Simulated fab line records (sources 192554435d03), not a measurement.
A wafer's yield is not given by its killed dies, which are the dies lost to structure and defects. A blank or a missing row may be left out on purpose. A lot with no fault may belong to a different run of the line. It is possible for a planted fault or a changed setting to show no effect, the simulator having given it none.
The tool behind it: which one? :: flow n5_finfet :: 10 lots, 29 wafers sampled, at 5 steps of a route of 1938

## WHAT EACH GAUGE READ, for each wafer
The record holds no reading of a measuring or inspecting step that can be judged against a usual standard deviation.

## WHAT TOOL EACH LOT RAN ON (gives the tool, then ch and the chambers of the sampled wafers, and finally the start)
lot: L955
N5_BEOL_M5_STRIP_64: rie_diel-06 ch 1,2,3, day 8 00:41
N5_BEOL_M5_EXPOSE_25: euv_scanner-01 ch 0, day 8 02:25
N5_BEOL_M5_DESCUM_33: rie_diel-02 ch 1,2,3, day 8 02:55
N5_BEOL_M5_ETCH_68: rie_diel-02 ch 1,2,3, day 8 02:59
N5_PASSIVATION_PROBE_49: -

lot: L956
N5_BEOL_M5_STRIP_64: rie_diel-06 ch 2,3, day 8 11:43
N5_BEOL_M5_EXPOSE_25: euv_scanner-01 ch 0, day 8 12:20
N5_BEOL_M5_DESCUM_33: rie_diel-02 ch 1,2, day 8 13:09
N5_BEOL_M5_ETCH_68: rie_diel-02 ch 1,2, day 8 13:14
N5_PASSIVATION_PROBE_49: -

lot: L963
N5_BEOL_M5_STRIP_64: rie_diel-06 ch 0,2,3, day 10 06:10
N5_BEOL_M5_EXPOSE_25: euv_scanner-01 ch 0, day 10 08:27
N5_BEOL_M5_DESCUM_33: rie_diel-06 ch 0,2,3, day 10 08:47
N5_BEOL_M5_ETCH_68: rie_diel-06 ch 0,2,3, day 10 08:52
N5_PASSIVATION_PROBE_49: -

lot: L967
N5_BEOL_M5_STRIP_64: rie_diel-06 ch 1,2,3, day 11 07:28
N5_BEOL_M5_EXPOSE_25: euv_scanner-02 ch 0, day 11 07:59
N5_BEOL_M5_DESCUM_33: rie_diel-06 ch 1,2, day 11 08:34
N5_BEOL_M5_ETCH_68: rie_diel-06 ch 1,2, day 11 08:38
N5_PASSIVATION_PROBE_49: -

lot: L968
N5_BEOL_M5_STRIP_64: rie_diel-06 ch 1,2,3, day 11 10:06
N5_BEOL_M5_EXPOSE_25: euv_scanner-01 ch 0, day 11 12:20
N5_BEOL_M5_DESCUM_33: rie_diel-06 ch 2,3, day 11 12:42
N5_BEOL_M5_ETCH_68: rie_diel-06 ch 2,3, day 11 12:47
N5_PASSIVATION_PROBE_49: prober-02, day 15 14:50

lot: L969
N5_BEOL_M5_STRIP_64: rie_diel-01 ch 1,3, day 11 15:20
N5_BEOL_M5_EXPOSE_25: euv_scanner-01 ch 0, day 11 15:46
N5_BEOL_M5_DESCUM_33: rie_diel-02 ch 1,2, day 11 16:01
N5_BEOL_M5_ETCH_68: rie_diel-02 ch 1,2, day 11 16:05
N5_PASSIVATION_PROBE_49: prober-01, day 15 20:42

lot: L970
N5_BEOL_M5_STRIP_64: rie_diel-01 ch 0,1,3, day 12 05:32
N5_BEOL_M5_EXPOSE_25: euv_scanner-02 ch 0, day 12 06:12
N5_BEOL_M5_DESCUM_33: rie_diel-01 ch 2,3, day 12 06:26
N5_BEOL_M5_ETCH_68: rie_diel-01 ch 2,3, day 12 06:31
N5_PASSIVATION_PROBE_49: -

lot: L971
N5_BEOL_M5_STRIP_64: rie_diel-01 ch 0,1, day 12 10:06
N5_BEOL_M5_EXPOSE_25: euv_scanner-02 ch 0, day 12 11:41
N5_BEOL_M5_DESCUM_33: rie_diel-06 ch 1,2,3, day 12 11:56
N5_BEOL_M5_ETCH_68: rie_diel-06 ch 1,2,3, day 12 12:01
N5_PASSIVATION_PROBE_49: -

lot: L973
N5_BEOL_M5_STRIP_64: rie_diel-02 ch 0,1, day 12 17:52
N5_BEOL_M5_EXPOSE_25: euv_scanner-02 ch 0, day 12 19:58
N5_BEOL_M5_DESCUM_33: rie_diel-06 ch 0,1,2, day 12 20:16
N5_BEOL_M5_ETCH_68: rie_diel-06 ch 0,1,2, day 12 20:21
N5_PASSIVATION_PROBE_49: -

lot: L976
N5_BEOL_M5_STRIP_64: rie_diel-02 ch 0,3, day 14 00:50
N5_BEOL_M5_EXPOSE_25: euv_scanner-02 ch 0, day 14 11:44
N5_BEOL_M5_DESCUM_33: rie_diel-01 ch 1,3, day 14 12:00
N5_BEOL_M5_ETCH_68: rie_diel-01 ch 1,3, day 14 12:05
N5_PASSIVATION_PROBE_49: -
- N5_BEOL_M5_STRIP_64: strips in CF4.
- N5_BEOL_M5_EXPOSE_25: exposes mask V4, defocus 10 nm.
- N5_BEOL_M5_DESCUM_33: chemistry O2, time 7 s.
- N5_BEOL_M5_ETCH_68: etches SOC in N2/H2, target depth 80 nm, overetch 16 nm, time 120 s.
- N5_PASSIVATION_PROBE_49

## AS READ BY THE TOOLS THEMSELVES (means over the sampled wafers that have a number; for cases with no such wafer, the mark the record gives instead)
N5_BEOL_M5_STRIP_64. Usual: drypump_motor_current_A 5.7 A, standard deviation 0.38; oes_product_au 0.78 a.u., standard deviation 0.083; rf_vpp_V 271.4 V, standard deviation 1.6; showerhead_plenum_p_Torr 1.81 Torr, standard deviation 0.055; throttle_valve_pct 13.56 %, standard deviation 0.25.
lot: L955
tool: rie_diel-06
drypump_motor_current_A (A): 5.4
oes_product_au (a.u.): 0.75
rf_vpp_V (V): 272.6
showerhead_plenum_p_Torr (Torr): 1.81
throttle_valve_pct (%): 13.56
flag: 

lot: L956
tool: rie_diel-06
drypump_motor_current_A (A): 5.3
oes_product_au (a.u.): 0.76
rf_vpp_V (V): 272.0
showerhead_plenum_p_Torr (Torr): 1.85
throttle_valve_pct (%): 13.64
flag: 

lot: L963
tool: rie_diel-06
drypump_motor_current_A (A): 5.5
oes_product_au (a.u.): 0.82
rf_vpp_V (V): 270.7
showerhead_plenum_p_Torr (Torr): 1.81
throttle_valve_pct (%): 13.48
flag: 

lot: L967
tool: rie_diel-06
drypump_motor_current_A (A): 5.4
oes_product_au (a.u.): 0.82
rf_vpp_V (V): 271.6
showerhead_plenum_p_Torr (Torr): 1.80
throttle_valve_pct (%): 13.42
flag: 

lot: L968
tool: rie_diel-06
drypump_motor_current_A (A): 5.4
oes_product_au (a.u.): 0.82
rf_vpp_V (V): 271.4
showerhead_plenum_p_Torr (Torr): 1.80
throttle_valve_pct (%): 13.43
flag: 

lot: L969
tool: rie_diel-01
drypump_motor_current_A (A): 6.1
oes_product_au (a.u.): 0.81
rf_vpp_V (V): 272.0
showerhead_plenum_p_Torr (Torr): 1.84
throttle_valve_pct (%): 13.51
flag: 

lot: L970
tool: rie_diel-01
drypump_motor_current_A (A): 5.9
oes_product_au (a.u.): 0.80
rf_vpp_V (V): 270.4
showerhead_plenum_p_Torr (Torr): 1.81
throttle_valve_pct (%): 13.61
flag: 

lot: L971
tool: rie_diel-01
drypump_motor_current_A (A): 5.7
oes_product_au (a.u.): 0.79
rf_vpp_V (V): 270.9
showerhead_plenum_p_Torr (Torr): 1.79
throttle_valve_pct (%): 13.71
flag: 

lot: L973
tool: rie_diel-02
drypump_motor_current_A (A): 5.7
oes_product_au (a.u.): 0.85
rf_vpp_V (V): 271.4
showerhead_plenum_p_Torr (Torr): 1.82
throttle_valve_pct (%): 13.52
flag: 

lot: L976
tool: rie_diel-02
drypump_motor_current_A (A): 6.2
oes_product_au (a.u.): 0.91
rf_vpp_V (V): 271.4
showerhead_plenum_p_Torr (Torr): 1.82
throttle_valve_pct (%): 13.42
flag: 

N5_BEOL_M5_EXPOSE_25. Usual: exposure_dose_mJ_cm2 at 52.66, with a standard deviation of 0.078.
lot: L955
tool: euv_scanner-01
exposure_dose_mJ_cm2: 52.77
flag: 

lot: L956
tool: euv_scanner-01
exposure_dose_mJ_cm2: 52.70
flag: 

lot: L963
tool: euv_scanner-01
exposure_dose_mJ_cm2: 52.77
flag: 

lot: L967
tool: euv_scanner-02
exposure_dose_mJ_cm2: 52.60
flag: 

lot: L968
tool: euv_scanner-01
exposure_dose_mJ_cm2: 51.43
flag: OFF

lot: L969
tool: euv_scanner-01
exposure_dose_mJ_cm2: 51.64
flag: OFF

lot: L970
tool: euv_scanner-02
exposure_dose_mJ_cm2: 52.56
flag: 

lot: L971
tool: euv_scanner-02
exposure_dose_mJ_cm2: 52.61
flag: 

lot: L973
tool: euv_scanner-02
exposure_dose_mJ_cm2: 52.57
flag: 

lot: L976
tool: euv_scanner-02
exposure_dose_mJ_cm2: 52.60
flag: 

N5_BEOL_M5_DESCUM_33. Usual: drypump_motor_current_A 5.7 A, standard deviation 0.39; o2_flow_sccm 225.0 sccm, standard deviation 0.7; oes_product_au 0.78 a.u., standard deviation 0.092; rf_vpp_V 243.0 V, standard deviation 1.3; showerhead_plenum_p_Torr 2.09 Torr, standard deviation 0.067; throttle_valve_pct 20.43 %, standard deviation 0.25.
lot: L955
tool: rie_diel-02
drypump_motor_current_A (A): 5.8
o2_flow_sccm (sccm): 225.1
oes_product_au (a.u.): 0.72
rf_vpp_V (V): 242.6
showerhead_plenum_p_Torr (Torr): 2.08
throttle_valve_pct (%): 20.40
flag: 

lot: L956
tool: rie_diel-02
drypump_motor_current_A (A): 5.4
o2_flow_sccm (sccm): 224.9
oes_product_au (a.u.): 0.75
rf_vpp_V (V): 241.9
showerhead_plenum_p_Torr (Torr): 2.06
throttle_valve_pct (%): 20.28
flag: 

lot: L963
tool: rie_diel-06
drypump_motor_current_A (A): 5.6
o2_flow_sccm (sccm): 225.3
oes_product_au (a.u.): 0.84
rf_vpp_V (V): 243.5
showerhead_plenum_p_Torr (Torr): 2.11
throttle_valve_pct (%): 20.41
flag: 

lot: L967
tool: rie_diel-06
drypump_motor_current_A (A): 5.4
o2_flow_sccm (sccm): 224.9
oes_product_au (a.u.): 0.87
rf_vpp_V (V): 243.3
showerhead_plenum_p_Torr (Torr): 2.10
throttle_valve_pct (%): 20.28
flag: 

lot: L968
tool: rie_diel-06
drypump_motor_current_A (A): 5.3
o2_flow_sccm (sccm): 224.7
oes_product_au (a.u.): 0.75
rf_vpp_V (V): 243.9
showerhead_plenum_p_Torr (Torr): 2.14
throttle_valve_pct (%): 20.51
flag: 

lot: L969
tool: rie_diel-02
drypump_motor_current_A (A): 5.6
o2_flow_sccm (sccm): 225.4
oes_product_au (a.u.): 0.71
rf_vpp_V (V): 243.3
showerhead_plenum_p_Torr (Torr): 2.11
throttle_valve_pct (%): 20.47
flag: 

lot: L970
tool: rie_diel-01
drypump_motor_current_A (A): 5.7
o2_flow_sccm (sccm): 224.9
oes_product_au (a.u.): 0.73
rf_vpp_V (V): 243.3
showerhead_plenum_p_Torr (Torr): 2.10
throttle_valve_pct (%): 20.21
flag: 

lot: L971
tool: rie_diel-06
drypump_motor_current_A (A): 5.4
o2_flow_sccm (sccm): 225.0
oes_product_au (a.u.): 0.82
rf_vpp_V (V): 243.5
showerhead_plenum_p_Torr (Torr): 2.11
throttle_valve_pct (%): 20.32
flag: 

lot: L973
tool: rie_diel-06
drypump_motor_current_A (A): 5.5
o2_flow_sccm (sccm): 224.8
oes_product_au (a.u.): 0.84
rf_vpp_V (V): 243.7
showerhead_plenum_p_Torr (Torr): 2.09
throttle_valve_pct (%): 20.40
flag: 

lot: L976
tool: rie_diel-01
drypump_motor_current_A (A): 6.2
o2_flow_sccm (sccm): 224.6
oes_product_au (a.u.): 0.79
rf_vpp_V (V): 243.4
showerhead_plenum_p_Torr (Torr): 2.12
throttle_valve_pct (%): 20.42
flag: 

N5_BEOL_M5_ETCH_68. Usual: drypump_motor_current_A 5.7 A, standard deviation 0.4; oes_product_au 0.60 a.u., standard deviation 0.068; rf_vpp_V 523.7 V, standard deviation 2.3; showerhead_plenum_p_Torr 2.54 Torr, standard deviation 0.081; throttle_valve_pct 17.80 %, standard deviation 0.24.
lot: L955
tool: rie_diel-02
drypump_motor_current_A (A): 5.8
oes_product_au (a.u.): 0.55
rf_vpp_V (V): 524.3
showerhead_plenum_p_Torr (Torr): 2.53
throttle_valve_pct (%): 17.80
flag: 

lot: L956
tool: rie_diel-02
drypump_motor_current_A (A): 5.4
oes_product_au (a.u.): 0.57
rf_vpp_V (V): 523.0
showerhead_plenum_p_Torr (Torr): 2.51
throttle_valve_pct (%): 17.73
flag: 

lot: L963
tool: rie_diel-06
drypump_motor_current_A (A): 5.5
oes_product_au (a.u.): 0.63
rf_vpp_V (V): 525.1
showerhead_plenum_p_Torr (Torr): 2.56
throttle_valve_pct (%): 17.76
flag: 

lot: L967
tool: rie_diel-06
drypump_motor_current_A (A): 5.4
oes_product_au (a.u.): 0.66
rf_vpp_V (V): 523.9
showerhead_plenum_p_Torr (Torr): 2.55
throttle_valve_pct (%): 17.71
flag: 

lot: L968
tool: rie_diel-06
drypump_motor_current_A (A): 5.3
oes_product_au (a.u.): 0.57
rf_vpp_V (V): 525.6
showerhead_plenum_p_Torr (Torr): 2.61
throttle_valve_pct (%): 17.94
flag: 

lot: L969
tool: rie_diel-02
drypump_motor_current_A (A): 5.6
oes_product_au (a.u.): 0.55
rf_vpp_V (V): 523.6
showerhead_plenum_p_Torr (Torr): 2.56
throttle_valve_pct (%): 17.92
flag: 

lot: L970
tool: rie_diel-01
drypump_motor_current_A (A): 5.7
oes_product_au (a.u.): 0.56
rf_vpp_V (V): 524.3
showerhead_plenum_p_Torr (Torr): 2.56
throttle_valve_pct (%): 17.77
flag: 

lot: L971
tool: rie_diel-06
drypump_motor_current_A (A): 5.4
oes_product_au (a.u.): 0.63
rf_vpp_V (V): 525.0
showerhead_plenum_p_Torr (Torr): 2.56
throttle_valve_pct (%): 17.73
flag: 

lot: L973
tool: rie_diel-06
drypump_motor_current_A (A): 5.5
oes_product_au (a.u.): 0.64
rf_vpp_V (V): 523.9
showerhead_plenum_p_Torr (Torr): 2.54
throttle_valve_pct (%): 17.78
flag: 

lot: L976
tool: rie_diel-01
drypump_motor_current_A (A): 6.2
oes_product_au (a.u.): 0.61
rf_vpp_V (V): 525.0
showerhead_plenum_p_Torr (Torr): 2.54
throttle_valve_pct (%): 17.65
flag: 

N5_PASSIVATION_PROBE_49. Usual: defect_limited_yield 91.4 %, standard deviation 1.5; killed_at_M0_to_M3 35, standard deviation 11; killed_at_M4_up 16, standard deviation 7; killed_at_contacts 11, standard deviation 5.3; killed_at_front_end 37, standard deviation 11; killed_at_other 3.1, standard deviation 2.8; killed_dies 102, standard deviation 18; killed_open 69, standard deviation 15; killed_short 31, standard deviation 7.8; sort_bin_5_function 5.1 %, standard deviation 1.1; sort_bin_6_memory 3.2 %, standard deviation 0.69; sort_n_pass 1078, standard deviation 18; sort_yield_pct 91.4 %, standard deviation 1.5.
lot: L968
tool: prober-02
defect_limited_yield (%): 89.9
killed_at_M0_to_M3: 45
killed_at_M4_up: 30
killed_at_contacts: 9
killed_at_front_end: 33
killed_at_other: 2.0
killed_dies: 119
killed_open: 78
killed_short: 34
sort_bin_5_function (%): 5.5
sort_bin_6_memory (%): 4.2
sort_n_pass: 1061
sort_yield_pct (%): 89.9
flag: 

lot: L969
tool: prober-01
defect_limited_yield (%): 90.9
killed_at_M0_to_M3: 39
killed_at_M4_up: 24
killed_at_contacts: 9
killed_at_front_end: 33
killed_at_other: 2.7
killed_dies: 108
killed_open: 70
killed_short: 31
sort_bin_5_function (%): 5.4
sort_bin_6_memory (%): 3.5
sort_n_pass: 1072
sort_yield_pct (%): 90.9
flag: 

## THE ANSWER, worked out from the rows above alone
Rule: a lot is off if the mean of its wafers that have a number lies more than 3 standard deviations from the usual mean. Also off: a lot with no number at a reading for which 4 or more lots have one. Any other lot the step has rows for is counted as sound. After the gauges, taken in route order, come the tools' own readings; for these a lot's mean is taken, as printed above. The first step at which some lot is off is used, and at that step the reading that is off furthest; a lot without a number counts as furthest.
Off: L968, L969 (N5_BEOL_M5_EXPOSE_25, exposure_dose_mJ_cm2).
A tool fits if, at that step or a process step before it, it ran every lot that is off, and no sound lot after the first of them. One fits: euv_scanner-01 at N5_BEOL_M5_EXPOSE_25. Its last sound lot is L963 (day 10 08:27), its first lot that is off L968 (day 11 12:20): a fault that began between those two fits.
The tool's own readings at N5_BEOL_M5_EXPOSE_25 bear it out: on the lots that are off they differ by more than 5 times the standard deviation of the sound lots' means. exposure_dose_mJ_cm2 reads 51.53 there against 52.65 on the sound lots.

## WHAT WAS PUT IN BY THE SIMULATOR
Process parameters drifting: euv_scanner-01 at N5_BEOL_M5_EXPOSE_25, beginning at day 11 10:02. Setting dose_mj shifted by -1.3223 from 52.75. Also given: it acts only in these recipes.
Shown lots that were struck: L968, L969. The rule above reached the same finding.
